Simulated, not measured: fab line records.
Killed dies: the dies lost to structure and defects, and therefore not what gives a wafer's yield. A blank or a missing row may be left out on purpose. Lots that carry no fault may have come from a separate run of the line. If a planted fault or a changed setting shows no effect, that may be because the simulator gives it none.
Matching of chambers -- flow n5_finfet -- N5_BEOL_M14_DEP_53 on pecvd-01 has 3 sister chambers
The step deposits SiCN from 3MS/NH3, target thk 50 nm, time 17.8 s. 3 wafers are shown with their chamber, then 9 later ones without.

== WAFERS WITH THEIR CHAMBER ==
wafer,chamber,throttle_valve_pct (%)
L082.4,2,17.2
L087.1,0,19.4
L087.3,1,19.2

== WAFERS WHOSE CHAMBER IS MISSING ==
wafer,throttle_valve_pct (%)
L088.2,16.8
L088.3,19.4
L088.6,19.0
L093.1,19.2
L093.3,19.3
L093.4,19.2
L094.1,17.1
L094.4,17.2
L094.5,19.2

== CHAMBER TAKEN BY EACH ==
wafer,from the rows above,in truth
L088.2,2,2
L088.3,can't be placed: 0 or 1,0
L088.6,can't be placed: 1 or 0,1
L093.1,can't be placed: 1 or 0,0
L093.3,can't be placed: 0 or 1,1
L093.4,can't be placed: 1 or 0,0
L094.1,2,2
L094.4,2,2
L094.5,can't be placed: 1 or 0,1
Placed correctly: 3 of 9. Can't be placed from these rows: 6 (the true chamber is among the candidates in 6). Number placed wrongly: 0.
How it was worked out, from the rows above alone: a wafer's distance from a chamber is the root of the sum, over the readings, of the square of ((its reading less the chamber's mean) divided by the reading's scatter). The wafer belongs to the nearest chamber; if the next one is less than 2 further off, it can't be placed. For every chamber, the mean is computed from those of its wafers that are shown. The scatter: root of mean squared gap, hidden wafer to nearest shown wafer, with one shown wafer a chamber.
